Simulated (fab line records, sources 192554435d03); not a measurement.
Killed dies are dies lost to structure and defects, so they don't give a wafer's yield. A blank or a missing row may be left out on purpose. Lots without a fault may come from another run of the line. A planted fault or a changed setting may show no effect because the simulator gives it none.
Which tool did it? | flow n5_finfet | 10 lots, 28 wafers sampled, at 5 steps of a route of 1938

WHAT THE GAUGES READ, wafer by wafer
N5_BEOL_M4_RC_MEAS_101. Usual: DIBL_N 36.9 mV/V, standard deviation 2.1; DIBL_P 37.1 mV/V, standard deviation 2.5; IOFF_N 0.17 nA/um, standard deviation 0.039; IOFF_P 0.23 nA/um, standard deviation 0.043; ION_N 673 uA/um, standard deviation 15; ION_P 462 uA/um, standard deviation 9.1; SS_N 71.8 mV/dec, standard deviation 0.69; SS_P 73.6 mV/dec, standard deviation 0.74; VT_N 250 mV, standard deviation 3.6; VT_P -249.7 mV, standard deviation 2.9.
lot  | measured     | on        | DIBL_N (mV/V)  | DIBL_P (mV/V)  | IOFF_N (nA/um) | IOFF_P (nA/um) | ION_N (uA/um) | ION_P (uA/um) | SS_N (mV/dec)  | SS_P (mV/dec)  | VT_N (mV)   | VT_P (mV)            | flag
L681 | day 8 17:35  | prober-01 | 37.9 39.5 37.5 | 37.0 40.3 36.5 | 0.18 0.22 0.16 | 0.19 0.23 0.17 | 674 687 664   | 447 456 444   | 71.8 71.9 72.2 | 73.2 74.3 73.8 | 248 247 253 | -249.9 -250.1 -252.8 |
L684 | day 8 12:47  | prober-01 | 33.5 35.6 35.8 | 33.0 35.0 35.6 | 0.12 0.15 0.14 | 0.17 0.19 0.19 | 677 665 667   | 465 453 452   | 70.8 71.1 70.7 | 72.1 72.9 73.2 | 254 249 251 | -252.8 -252.3 -250.6 |
L687 | day 9 06:20  | prober-01 | 35.2 38.6 39.4 | 34.9 38.4 39.8 | 0.13 0.20 0.21 | 0.19 0.26 0.27 | 657 673 680   | 453 462 467   | 71.6 71.9 71.9 | 72.6 73.9 73.5 | 254 250 245 | -252.9 -246.8 -245.6 |
L688 | day 9 13:22  | prober-02 | 36.1 36.6 36.8 | 34.1 36.1 36.1 | 0.13 0.14 0.15 | 0.19 0.22 0.23 | 668 676 654   | 461 470 456   | 70.6 71.1 71.0 | 72.6 72.7 73.3 | 256 251 252 | -251.9 -249.4 -248.9 |
L690 | day 10 08:43 | prober-01 | 43.2 38.0 35.8 | 41.7 35.4 34.8 | 0.28 0.17 0.14 | 0.34 0.21 0.21 | 689 659 682   | 465 447 467   | 73.0 71.8 70.4 | 75.6 73.8 73.4 | 243 251 250 | -247.7 -252.2 -249.3 |
L699 | day 12 15:34 | prober-01 | 34.4 37.2 38.1 | 34.4 37.1 38.7 | 0.12 0.17 0.19 | 0.16 0.19 0.22 | 665 671 687   | 450 457 462   | 71.6 71.5 71.6 | 73.0 73.6 73.9 | 254 249 246 | -251.9 -252.1 -250.4 |
L701 | day 12 20:01 | prober-02 | 35.4 37.2      | 36.7 37.4      | 0.15 0.17      | 0.21 0.22      | 682 679       | 469 463       | 71.2 71.5      | 73.3 74.3      | 250 250     | -251.0 -249.4        |
L702 | day 13 11:34 | prober-01 | 35.2 33.2 35.0 | 35.2 32.6 34.3 | 0.16 0.13 0.17 | 0.24 0.19 0.21 | 658 666 649   | 459 464 453   | 71.6 71.5 72.1 | 73.2 72.3 72.9 | 249 252 250 | -246.8 -248.8 -248.8 |
L703 | day 13 14:06 | prober-02 | 37.3 33.3 37.4 | 35.9 32.1 37.0 | 0.17 0.11 0.19 | 0.21 0.15 0.23 | 681 664 700   | 462 455 474   | 72.1 70.4 71.9 | 73.4 72.4 73.5 | 248 254 245 | -250.6 -254.1 -250.7 |
L704 | day 13 14:38 | prober-01 | 34.0 39.7      | 35.0 42.6      | 0.15 0.27      | 0.20 0.35      | 686 712       | 473 485       | 71.6 73.2      | 73.2 75.6      | 247 242     | -249.2 -245.4        |

WHICH TOOL RAN EACH LOT (tool, then ch and the chambers of the sampled wafers, then the start)
lot  | N5_PMOS_HMC_CHANNEL_EPI_ETCH_38 | N5_FIN_SAQP_PECVD_48           | N5_FIN_SAQP_PECVD_06           | N5_FIN_SAQP_COAT_50
L681 | rie_si-04 ch 2,3, day 1 17:48   | pecvd-01 ch 0,2, day 1 20:59   | pecvd-01 ch 0,2, day 1 21:01   | litho_track-02 ch 0, day 1 21:15
L684 | rie_si-02 ch 0,1,2, day 2 12:26 | pecvd-04 ch 0,1,2, day 2 15:29 | pecvd-04 ch 0,1,2, day 2 15:31 | litho_track-01 ch 0, day 2 15:43
L687 | rie_si-06 ch 0,2,3, day 3 05:57 | pecvd-04 ch 0,1,2, day 3 09:04 | pecvd-04 ch 0,1,2, day 3 09:07 | litho_track-01 ch 0, day 3 09:19
L688 | rie_si-04 ch 0,1,2, day 3 11:46 | pecvd-01 ch 0,1,2, day 3 15:02 | pecvd-01 ch 0,1,2, day 3 15:05 | litho_track-01 ch 0, day 3 15:17
L690 | rie_si-02 ch 2,3, day 4 00:30   | pecvd-02 ch 1,2, day 4 03:41   | pecvd-02 ch 1,2, day 4 03:43   | litho_track-01 ch 0, day 4 03:55
L699 | rie_si-04 ch 2,3, day 6 06:49   | pecvd-02 ch 1,2, day 6 10:35   | pecvd-02 ch 1,2, day 6 10:37   | litho_track-03 ch 0, day 6 10:50
L701 | rie_si-06 ch 1,2, day 6 18:02   | pecvd-04 ch 0,1, day 6 21:03   | pecvd-04 ch 0,1, day 6 21:05   | litho_track-02 ch 0, day 6 21:19
L702 | rie_si-04 ch 1,2, day 6 23:52   | pecvd-01 ch 2, day 7 03:19     | pecvd-01 ch 2, day 7 03:22     | litho_track-01 ch 0, day 7 03:37
L703 | rie_si-04 ch 0,2, day 7 07:05   | pecvd-01 ch 1,2, day 7 10:19   | pecvd-01 ch 1,2, day 7 10:21   | litho_track-01 ch 0, day 7 10:34
L704 | rie_si-06 ch 0,1, day 7 12:18   | pecvd-01 ch 1,2, day 7 15:30   | pecvd-01 ch 1,2, day 7 15:33   | litho_track-02 ch 0, day 7 15:44
- N5_PMOS_HMC_CHANNEL_EPI_ETCH_38: etches SiO2 in CF4, target depth 1.5 nm.
- N5_FIN_SAQP_PECVD_48: deposits SiNx from SiH4/NH3/N2, target thk 25 nm, time 22.1 s.
- N5_FIN_SAQP_PECVD_06: deposits a-Si from SiH4/He, target thk 60 nm, time 48.1 s.
- N5_FIN_SAQP_COAT_50: time 60 s, resist thk 35 nm.

WHAT THE TOOLS THEMSELVES READ (means of the sampled wafers that have a number; where no wafer has one, the mark that the record gives instead)
N5_PMOS_HMC_CHANNEL_EPI_ETCH_38. Usual: cf4_flow_sccm 79.99 sccm, standard deviation 0.26; chamber_pressure_mTorr 10.001 mTorr, standard deviation 0.0085; drypump_motor_current_A 5.6 A, standard deviation 0.5; he_backside_leak_sccm 2.8 sccm, standard deviation 0.33; oes_product_au 0.998 a.u., standard deviation 0.021; throttle_valve_pct 21.7 %, standard deviation 0.34.
lot  | tool      | cf4_flow_sccm (sccm) | chamber_pressure_mTorr (mTorr) | drypump_motor_current_A (A) | he_backside_leak_sccm (sccm) | oes_product_au (a.u.) | throttle_valve_pct (%) | flag
L681 | rie_si-04 | 79.52                | 9.999                          | 5.8                         | 2.8                          | 0.980                 | 21.8                   |
L684 | rie_si-02 | 80.10                | 9.996                          | 5.4                         | 3.3                          | 0.985                 | 21.6                   |
L687 | rie_si-06 | 80.16                | 10.003                         | 5.0                         | 2.7                          | 1.011                 | 21.7                   |
L688 | rie_si-04 | 80.03                | 10.005                         | 6.2                         | 2.8                          | 1.006                 | 21.8                   |
L690 | rie_si-02 | 79.73                | 10.004                         | 5.5                         | 3.0                          | 0.987                 | 21.8                   |
L699 | rie_si-04 | 80.15                | 10.008                         | 6.0                         | 3.1                          | 1.008                 | 21.9                   |
L701 | rie_si-06 | 80.23                | 10.000                         | 5.1                         | 2.8                          | 1.015                 | 21.9                   |
L702 | rie_si-04 | 80.07                | 9.998                          | 6.1                         | 3.1                          | 1.022                 | 21.9                   |
L703 | rie_si-04 | 80.30                | 10.007                         | 6.3                         | 3.2                          | 1.024                 | 22.0                   |
L704 | rie_si-06 | 79.80                | 9.997                          | 5.4                         | 2.5                          | 0.997                 | 21.8                   |

N5_FIN_SAQP_PECVD_48. Usual: heater_power_w 777 W, standard deviation 110; showerhead_plenum_p_Torr 5.14 Torr, standard deviation 0.085; susceptor_temp_C 399.98 C, standard deviation 0.22; throttle_valve_pct 39.5 %, standard deviation 1.9.
lot  | tool     | heater_power_w (W) | showerhead_plenum_p_Torr (Torr) | susceptor_temp_C (C) | throttle_valve_pct (%) | flag
L681 | pecvd-01 | 795                | 5.17                            | 400.13               | 38.6                   |
L684 | pecvd-04 | 825                | 5.05                            | 399.68               | 41.1                   |
L687 | pecvd-04 | 848                | 5.06                            | 400.00               | 41.0                   |
L688 | pecvd-01 | 747                | 5.17                            | 399.91               | 38.4                   |
L690 | pecvd-02 | 743                | 5.21                            | 399.91               | 39.4                   |
L699 | pecvd-02 | 761                | 5.16                            | 399.77               | 41.0                   |
L701 | pecvd-04 | 801                | 5.02                            | 400.15               | 40.3                   |
L702 | pecvd-01 | 742                | 5.24                            | 400.05               | 37.7                   |
L703 | pecvd-01 | 699                | 5.19                            | 399.84               | 38.1                   |
L704 | pecvd-01 | 695                | 5.17                            | 400.13               | 38.2                   |

N5_FIN_SAQP_PECVD_06. Usual: heater_power_w 847 W, standard deviation 120; showerhead_plenum_p_Torr 5.67 Torr, standard deviation 0.063; susceptor_temp_C 399.96 C, standard deviation 0.23; throttle_valve_pct 18.0 %, standard deviation 0.85.
lot  | tool     | heater_power_w (W) | showerhead_plenum_p_Torr (Torr) | susceptor_temp_C (C) | throttle_valve_pct (%) | flag
L681 | pecvd-01 | 855                | 5.70                            | 399.86               | 17.6                   |
L684 | pecvd-04 | 869                | 5.61                            | 399.85               | 18.5                   |
L687 | pecvd-04 | 918                | 5.60                            | 400.01               | 18.6                   |
L688 | pecvd-01 | 781                | 5.68                            | 399.97               | 17.5                   |
L690 | pecvd-02 | 792                | 5.72                            | 400.14               | 17.9                   |
L699 | pecvd-02 | 785                | 5.70                            | 400.02               | 18.6                   |
L701 | pecvd-04 | 966                | 5.58                            | 399.71               | 18.4                   |
L702 | pecvd-01 | 796                | 5.72                            | 400.00               | 17.3                   |
L703 | pecvd-01 | 783                | 5.71                            | 400.07               | 17.4                   |
L704 | pecvd-01 | 761                | 5.69                            | 399.88               | 17.5                   |

N5_FIN_SAQP_COAT_50. Usual: spin_speed_rpm 1500.0 rpm, standard deviation 0.87.
lot  | tool           | spin_speed_rpm (rpm) | flag
L681 | litho_track-02 | 1500.2               |
L684 | litho_track-01 | 1500.8               |
L687 | litho_track-01 | 1454.2               | OFF
L688 | litho_track-01 | 1454.1               | OFF
L690 | litho_track-01 | 1453.9               | OFF
L699 | litho_track-03 | 1500.2               |
L701 | litho_track-02 | 1499.4               |
L702 | litho_track-01 | 1499.9               |
L703 | litho_track-01 | 1499.6               |
L704 | litho_track-02 | 1499.3               |

THE ANSWER, worked out from the rows above alone
Rule: a lot is off if the mean of its wafers that have a number lies more than 3 standard deviations from the usual mean. A lot without any number at a reading at which 4 lots or more have one is off too. The other lots that the step has rows for count as sound. The gauges are gone through in route order, then the tools' own readings, and for those a lot's mean is taken as printed above. The first step at which some lot is off is used, and at that step the reading that is off furthest; a lot without a number counts as furthest.
Off: L687, L688, L690, at N5_FIN_SAQP_COAT_50 (spin_speed_rpm).
A tool fits if, at that step or a process step before it, it ran every lot that is off, and no sound lot after the first of them. None of those tried fits.

WHAT THE SIMULATOR HAD PUT IN
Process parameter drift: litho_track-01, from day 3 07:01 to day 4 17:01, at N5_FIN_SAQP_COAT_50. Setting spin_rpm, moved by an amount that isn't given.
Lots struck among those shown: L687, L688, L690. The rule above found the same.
